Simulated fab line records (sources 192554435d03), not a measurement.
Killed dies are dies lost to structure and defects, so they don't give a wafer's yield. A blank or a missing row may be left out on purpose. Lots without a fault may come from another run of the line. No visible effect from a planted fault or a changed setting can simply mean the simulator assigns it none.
fab line records	flow n5_finfet
record: lots: 8	wafers: 24	last_day: 20
route steps=1938 shown BEOL_M2@877 BEOL_M4@1111
lots with no fault: from the same line, run without faults
start_h: hours from the record's first day to the start of the lot's first wafer shown	wait_h: time in hours since the lot's previous step	" repeats the value in the row above	L1.1+2: a single row standing in for several wafers	- either no value or no given start	* or withheld: withheld	< > ~ a bound
route shown NAME@n: names a module that has steps shown in the file, with the first one's number in the route	usual: mean/standard deviation taken from wafers without a fault	same: alike in all rows	chamber/n: place in a boat	sites: per-site readings	_std_site: the standard deviation of these	_edge_site: outer sites' mean less inner sites'	radius_mm: for every site, how far away it sits from the centre of the wafer	mask NAME#n: copy n	behind: the most recent tool/chamber to have shaped the wafer	hold: reason for holding the lot/hours on hold/outcome of the hold	device: which transistor (n, p or np) failed to switch	end of line: the route-end tests of the same wafers	a step with no rows: only its recipe	killed: dies that structure and defects cost at the first sort, which is not the same as the wafer's yield	map: a wafer's dies, x killed, . not, _ none there
set.NAME: the setting as run; set.NAME@STEP: as run at that earlier step	model.NAME: the simulator's own value behind a step, which no gauge read
a sample of lots followed through the steps of the route, with each step as a table and each wafer as a row
services: a tool's chamber out of use, with start hour (start_h, from the record's first day; less than 0 if before it), hours out, and reason
== steps ==
step: N5_BEOL_M2_OVL_MEAS_29
recipe: points_per_wafer: 522
usual: V1_OVL: -0.5/0.85
lot.wafer	tool	chamber	start_h	wait_h	V1_OVL[nm]
L163.1	overlay-01	0	152.11	0.0	-0.8
L163.2	"	0	"	"	0.9
L163.4	"	0	"	"	-0.9
L166.1	overlay-02	0	161.99	0.0	-1.4
L166.3	"	0	"	"	-1.6
L166.5	"	0	"	"	-1.2
L171.2	overlay-02	0	193.92	0.0	-2.4
L171.4	"	0	"	"	-2.0
L171.5	"	0	"	"	-1.7
L172.2	overlay-01	0	198.84	0.0	-0.7
L172.3	"	0	"	"	-1.5
L172.4	"	0	"	"	0.5
L175.1	overlay-01	0	219.78	0.0	-0.2
L175.2	"	0	"	"	-1.1
L175.4	"	0	"	"	-1.7
L174.1	overlay-01	0	220.80	0.0	-1.1
L174.4	"	0	"	"	-1.1
L174.6	"	0	"	"	-0.7
L179.1	overlay-01	0	262.13	0.0	0.5
L179.2	"	0	"	"	-0.1
L179.6	"	0	"	"	-1.5
L183.2	overlay-01	0	287.30	0.0	-0.2
L183.3	"	0	"	"	-0.4
L183.6	"	0	"	"	-0.4
step: N5_BEOL_M2_ETCH_69
recipe: chemistry: CF4	target: SiARC	target_depth_a: 156	mask_material: CAR-EUV	time_s: 26	ion_energy_ev: 80	pressure_mtorr: 40	source_w: 545	bias_w: 36	Ar_flow_sccm: 100	cf4_flow_sccm: 100	ends: cleared
usual: drypump_motor_current_A: 5.9/0.43	etch_rf_on_time_s: 26.1/0.31	oes_product_au: 0.67/0.069	rf_fwd_power_W: 532.6/2.2	rf_vpp_V: 184.2/1	showerhead_plenum_p_Torr: 2.15/0.055	throttle_valve_pct: 15.71/0.2
lot.wafer	tool	chamber	start_h	wait_h	drypump_motor_current_A	etch_rf_on_time_s	oes_product_au	rf_fwd_power_W	rf_hours_counter_h	rf_vpp_V	showerhead_plenum_p_Torr	throttle_valve_pct
L163.1	rie_diel-04	2	152.25	0.0	5.5	26.3	0.60	534.5	173	184.5	2.14	15.90
L163.2	"	1	"	"	6.2	26.0	0.58	528.1	249	184.5	2.11	15.83
L163.4	"	3	"	"	5.5	25.3	0.82	531.1	10	185.5	2.20	15.44
L166.1	rie_diel-01	1	162.13	0.0	5.6	25.8	0.66	535.0	163	183.7	2.14	15.79
L166.3	"	3	"	"	5.2	26.0	0.66	529.7	120	184.2	2.15	15.86
L166.5	"	3	"	"	5.2	25.6	0.67	530.9	-	183.3	2.15	15.85
L171.2	rie_diel-05	1	194.06	0.0	6.6	25.8	0.66	532.8	143	185.3	2.14	15.47
L171.4	"	2	"	"	6.1	25.9	0.62	536.7	199	185.5	2.20	15.94
L171.5	"	3	"	"	6.0	25.8	0.69	529.8	-	184.1	2.07	15.76
L172.2	rie_diel-04	2	198.98	0.0	5.6	26.5	0.60	537.2	189	184.8	2.13	15.94
L172.3	"	3	"	"	5.5	25.8	0.77	532.9	27	186.4	2.19	15.47
L172.4	"	3	"	"	5.5	25.7	0.78	534.6	-	182.3	2.19	15.47
L175.1	rie_diel-05	2	220.35	0.0	6.0	26.1	0.61	535.8	209	184.9	2.20	15.96
L175.2	"	1	"	"	6.6	26.2	0.66	537.1	151	184.2	2.14	15.49
L175.4	"	0	"	"	5.7	26.6	0.68	530.4	86	184.0	2.25	15.69
L174.1	rie_diel-05	1	220.95	0.0	6.6	25.7	0.66	531.2	151	184.1	2.14	15.50
L174.4	"	0	"	"	5.7	26.2	0.69	530.5	87	186.2	2.25	15.70
L174.6	"	0	"	"	5.7	26.3	0.69	529.4	-	185.2	2.25	15.70
L179.1	rie_diel-05	3	262.27	0.0	5.9	25.7	0.67	532.6	119	183.0	2.07	15.82
L179.2	"	1	"	"	6.6	25.8	0.65	533.3	165	183.4	2.14	15.54
L179.6	"	3	"	"	5.9	25.7	0.67	532.0	-	181.4	2.07	15.83
L183.2	rie_diel-05	2	287.44	0.0	6.0	26.4	0.60	537.0	232	184.0	2.19	16.00
L183.3	"	0	"	"	5.7	26.2	0.66	529.0	110	185.1	2.24	15.75
L183.6	"	1	"	"	6.6	26.2	0.63	531.9	-	184.8	2.13	15.56
step: N5_BEOL_M2_ETCHBACK_99
recipe: chemistry: CHF3	target: SiO2	target_depth_a: 50	time_s: 10.4	source_w: 215	bias_w: 47	Ar_flow_sccm: 200	CHF3_flow_sccm: 12	ion_energy_ev: 100	pressure_mtorr: 30
usual: drypump_motor_current_A: 5.8/0.51	oes_ar_750_au: 0.80/0.075	oes_f_703_au: 0.80/0.075	oes_product_au: 0.80/0.082	rf_fwd_power_W: 212.4/1	rf_vpp_V: 241.1/2.7	showerhead_plenum_p_Torr: 2.16/0.047	throttle_valve_pct: 17.13/0.22
lot.wafer	tool	chamber	start_h	wait_h	drypump_motor_current_A	oes_ar_750_au	oes_f_703_au	oes_product_au	rf_fwd_power_W	rf_hours_counter_h	rf_vpp_V	showerhead_plenum_p_Torr	throttle_valve_pct
L163.1	rie_diel-05	0	159.34	6.8	5.7	0.83	0.81	0.82	210.9	65	242.9	2.28	17.15
L163.2	"	3	"	"	6.0	0.82	0.83	0.83	211.8	83	239.3	2.09	17.23
L163.4	"	0	"	"	5.7	0.83	0.82	0.82	211.0	-	243.9	2.28	17.14
L166.1	rie_diel-01	0	165.19	2.9	6.5	0.86	0.86	0.86	212.0	48	243.4	2.11	16.99
L166.3	"	1	"	"	5.6	0.76	0.77	0.76	213.1	164	238.1	2.15	17.23
L166.5	"	0	"	"	6.5	0.86	0.86	0.86	213.1	-	241.7	2.11	17.01
L171.2	rie_diel-01	0	206.17	12.0	6.5	0.84	0.84	0.84	213.2	59	241.3	2.11	17.03
L171.4	"	0	"	"	6.5	0.85	0.84	0.85	211.7	-	242.0	2.11	17.02
L171.5	"	1	"	"	5.7	0.75	0.75	0.75	214.0	-	238.9	2.14	17.26
L172.2	rie_diel-01	1	210.50	11.4	5.7	0.75	0.75	0.75	213.2	178	239.9	2.14	17.26
L172.3	"	3	"	"	5.2	0.77	0.78	0.76	211.9	136	236.2	2.15	17.37
L172.4	"	0	"	"	6.5	0.84	0.84	0.85	213.0	-	244.6	2.11	17.04
L174.1	rie_diel-04	2	224.69	3.6	5.5	0.70	0.70	0.69	212.8	199	240.1	2.14	17.44
L174.4	"	0	"	"	6.2	0.91	0.90	0.93	212.2	10	243.4	2.20	16.81
L174.6	"	1	"	"	6.2	0.95	0.96	0.97	211.4	-	240.2	2.11	16.82
L175.1	rie_diel-01	3	228.34	7.9	5.2	0.76	0.76	0.75	210.9	146	236.9	2.15	17.37
L175.2	"	1	"	"	5.6	0.75	0.74	0.74	212.8	187	239.0	2.14	17.27
L175.4	"	2	"	"	5.0	0.98	0.98	0.99	212.1	0	246.8	2.21	16.66
L179.1	rie_diel-04	2	282.80	19.6	5.5	0.69	0.69	0.68	213.5	218	238.8	2.14	17.47
L179.2	"	1	"	"	6.2	0.89	0.90	0.90	210.9	23	241.0	2.10	16.86
L179.6	"	1	"	"	6.2	0.90	0.90	0.90	209.3	-	240.8	2.10	16.87
L183.2	rie_diel-05	2	307.60	20.0	6.0	0.70	0.71	0.69	213.9	237	242.0	2.20	17.44
L183.3	"	0	"	"	5.7	0.77	0.77	0.77	210.5	115	242.3	2.26	17.23
L183.6	"	3	"	"	5.9	0.78	0.79	0.77	212.6	-	238.4	2.07	17.34
step: N5_BEOL_M2_STRIP_36
recipe: chemistry: N2/H2	power_w: 450	temp_c: 40	pressure_mtorr: 20	rf_frequency_hz: 6e+07	overash_fraction: 0.3	bias_power_w: 7	h2_frac: 0.5	n2_flow_sccm: 200	h2_flow_sccm: 200
usual: chamber_pressure_mTorr: 20.00/0.031	drypump_motor_current_A: 5.8/0.51	n2_flow_sccm: 200.0/0.57	oes_product_au: 0.81/0.083	rf_vpp_V: 59.0/1.4	showerhead_plenum_p_Torr: 2.55/0.058	throttle_valve_pct: 23.73/0.26
lot.wafer	tool	chamber	start_h	wait_h	chamber_pressure_mTorr	drypump_motor_current_A	n2_flow_sccm	oes_product_au	rf_hours_counter_h	rf_vpp_V	showerhead_plenum_p_Torr	throttle_valve_pct
L163.1	rie_diel-05	0	159.54	0.0	20.01	5.7	200.4	0.84	65	59.7	2.69	23.89
L163.2	"	3	"	"	19.95	6.0	199.9	0.83	83	59.1	2.45	23.68
L163.4	"	0	"	"	19.97	5.7	200.5	0.82	-	59.8	2.69	23.86
L166.1	rie_diel-01	0	165.39	0.0	20.05	6.5	199.7	0.88	48	59.6	2.48	23.60
L166.3	"	1	"	"	20.03	5.6	199.7	0.76	164	58.7	2.53	23.96
L166.5	"	0	"	"	20.00	6.4	199.7	0.88	-	56.9	2.48	23.57
L171.2	rie_diel-01	0	206.37	0.0	20.01	6.5	200.7	0.86	59	57.3	2.48	23.58
L171.4	"	0	"	"	20.01	6.5	199.3	0.85	-	58.1	2.48	23.62
L171.5	"	1	"	"	20.00	5.7	200.0	0.76	-	57.9	2.53	23.96
L172.2	rie_diel-01	1	210.71	0.0	20.00	5.7	199.1	0.75	178	59.7	2.53	23.98
L172.3	"	3	"	"	20.01	5.2	200.1	0.75	137	59.2	2.55	24.00
L172.4	"	0	"	"	20.02	6.5	199.9	0.85	-	58.8	2.48	23.59
L174.1	rie_diel-04	2	224.90	0.0	19.98	5.5	199.3	0.70	199	58.4	2.51	24.07
L174.4	"	0	"	"	20.06	6.2	201.1	0.92	10	62.4	2.60	23.37
L174.6	"	1	"	"	19.99	6.3	200.0	0.95	-	58.1	2.49	23.37
L175.1	rie_diel-01	3	228.54	0.0	20.03	5.2	199.3	0.74	146	59.1	2.55	23.99
L175.2	"	1	"	"	20.01	5.7	199.9	0.74	188	59.1	2.52	23.98
L175.4	"	2	"	"	14.04	5.0	199.1	1.00	0	59.0	2.59	23.09
L179.1	rie_diel-04	2	283.00	0.0	19.99	5.6	200.3	0.68	218	57.8	2.51	24.07
L179.2	"	1	"	"	20.00	6.2	199.4	0.91	23	58.1	2.48	23.43
L179.6	"	1	"	"	19.97	6.3	198.3	0.90	-	60.1	2.48	23.39
L183.2	rie_diel-05	2	307.80	0.0	19.95	6.0	201.0	0.69	238	57.8	2.61	23.87
L183.3	"	0	"	"	20.05	5.7	200.2	0.78	115	56.2	2.67	23.96
L183.6	"	3	"	"	19.96	6.0	200.0	0.77	-	59.9	2.43	23.77
step: N5_BEOL_M4_RC_MEAS_101
usual: DIBL_N: 36.6/1.3	DIBL_P: 36.4/1.4	IOFF_N: 0.167/0.023	IOFF_P: 0.219/0.029	ION_N: 678/8.7	ION_P: 464/6.4	SS_N: 71.5/0.53	SS_P: 73.4/0.57	VT_N: 248.5/2.8	VT_P: -249/3.1
lot.wafer	tool	chamber	start_h	wait_h	DIBL_N[mV/V]	DIBL_P[mV/V]	IOFF_N[nA/um]	IOFF_P[nA/um]	ION_N[uA/um]	ION_P[uA/um]	SS_N[mV/dec]	SS_P[mV/dec]	VT_N[mV]	VT_P[mV]
L163.1	prober-02	0	196.22	0.0	35.3	33.7	0.136	0.182	658	455	70.3	73.0	255.9	-250
L163.2	"	0	"	"	34.1	32.7	0.125	0.170	659	458	70.5	72.9	253.4	-250
L163.4	"	0	"	"	34.1	33.6	0.129	0.179	668	458	70.8	72.8	253.7	-251
L166.1	prober-02	0	201.08	0.0	34.3	33.1	0.125	0.212	660	468	71.6	72.4	254.0	-247
L166.3	"	0	"	"	35.1	33.8	0.132	0.219	673	475	71.4	72.5	253.4	-249
L166.5	"	0	"	"	36.7	35.5	0.164	0.256	675	476	73.2	72.3	249.6	-245
L172.2	prober-01	0	254.85	0.2	34.9	36.0	0.157	0.243	675	467	71.3	73.4	252.5	-242
L172.3	"	0	"	"	34.1	34.6	0.154	0.216	678	468	71.1	72.9	248.4	-246
L172.4	"	0	"	"	34.5	35.8	0.158	0.238	681	472	71.1	73.4	249.7	-247
L171.2	prober-01	0	283.34	0.2	34.9	34.7	0.144	0.182	674	460	71.2	72.9	250.8	-253
L171.4	"	0	"	"	36.6	36.5	0.170	0.208	669	458	71.6	73.3	247.6	-249
L171.5	"	0	"	"	34.6	34.2	0.131	0.178	665	461	70.7	72.7	249.1	-251
L174.1	prober-01	0	305.05	0.0	35.5	37.1	0.165	0.201	674	460	71.6	74.1	248.2	-253
L174.4	"	0	"	"	36.0	38.0	0.177	0.215	673	457	71.8	74.1	249.4	-253
L174.6	"	0	"	"	36.7	38.3	0.189	0.210	670	455	72.2	74.1	247.0	-251
L175.1	prober-01	0	308.51	0.0	34.8	34.5	0.142	0.195	661	454	71.8	73.4	250.3	-251
L175.2	"	0	"	"	35.6	36.9	0.159	0.228	675	461	70.3	73.5	249.4	-247
L175.4	"	0	"	"	36.5	36.5	0.169	0.222	670	459	71.2	73.4	247.3	-246
L179.1	prober-02	0	332.15	0.0	35.9	35.4	0.156	0.219	675	464	70.9	73.2	246.8	-250
L179.2	"	0	"	"	35.2	35.2	0.148	0.225	681	472	70.5	73.5	249.7	-248
L179.6	"	0	"	"	36.6	36.0	0.169	0.230	681	466	70.9	73.4	246.5	-248
L183.2	prober-01	0	358.47	0.2	38.3	39.0	0.231	0.281	704	477	71.8	74.7	242.5	-245
L183.3	"	0	"	"	37.2	36.4	0.193	0.235	689	468	71.3	74.4	245.3	-249
L183.6	"	0	"	"	37.2	36.5	0.188	0.234	690	468	71.6	73.3	245.2	-250
== services ==
tool	chamber	start_h	hours	kind
rie_diel-05	-	132.88	14.6	pm
rie_diel-04	0	160.67	-	clean
rie_diel-04	0	160.67	-	consumable_replace:focus_ring
rie_diel-04	0	160.67	25.2	scheduled_down
rie_diel-04	0	160.67	25.2	vent_cycle
rie_diel-05	1	173.90	8.8	repair
rie_diel-04	1	176.16	8.1	repair
rie_diel-01	0	182.28	1.9	repair
rie_diel-04	1	185.89	-	clean
rie_diel-04	1	185.89	-	consumable_replace:focus_ring
rie_diel-04	1	185.89	27.9	scheduled_down
rie_diel-04	1	185.89	27.9	vent_cycle
rie_diel-01	2	190.80	1.6	repair
rie_diel-01	2	204.69	-	clean
rie_diel-01	2	204.69	-	consumable_replace:focus_ring
rie_diel-01	2	204.69	23.2	scheduled_down
rie_diel-01	2	204.69	23.2	vent_cycle
rie_diel-04	0	214.62	7.9	repair
rie_diel-05	-	236.95	2.4	repair
rie_diel-04	2	287.32	7.5	repair
== key ==
first_sign: step: N5_BEOL_M2_STRIP_36	reading: chamber_pressure_mTorr	direction: down	sigmas: 99+	usual: *	struck: *
effect none on later readings
met_at N5_BEOL_M2_STRIP_36
struck_lots L175
struck_wafers L175.4
not_acting_at N5_BEOL_M2_OVL_MEAS_29,N5_BEOL_M2_ETCH_69,N5_BEOL_M2_ETCHBACK_99
fault: kind: process_parameter_drift	tool: rie_diel-01	chamber: 2	onset_h: 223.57	steps: N5_BEOL_M2_STRIP_36	channel: pressure_mtorr	offset: *	shape: step	end_h: 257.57	acts_in: *	stated: *
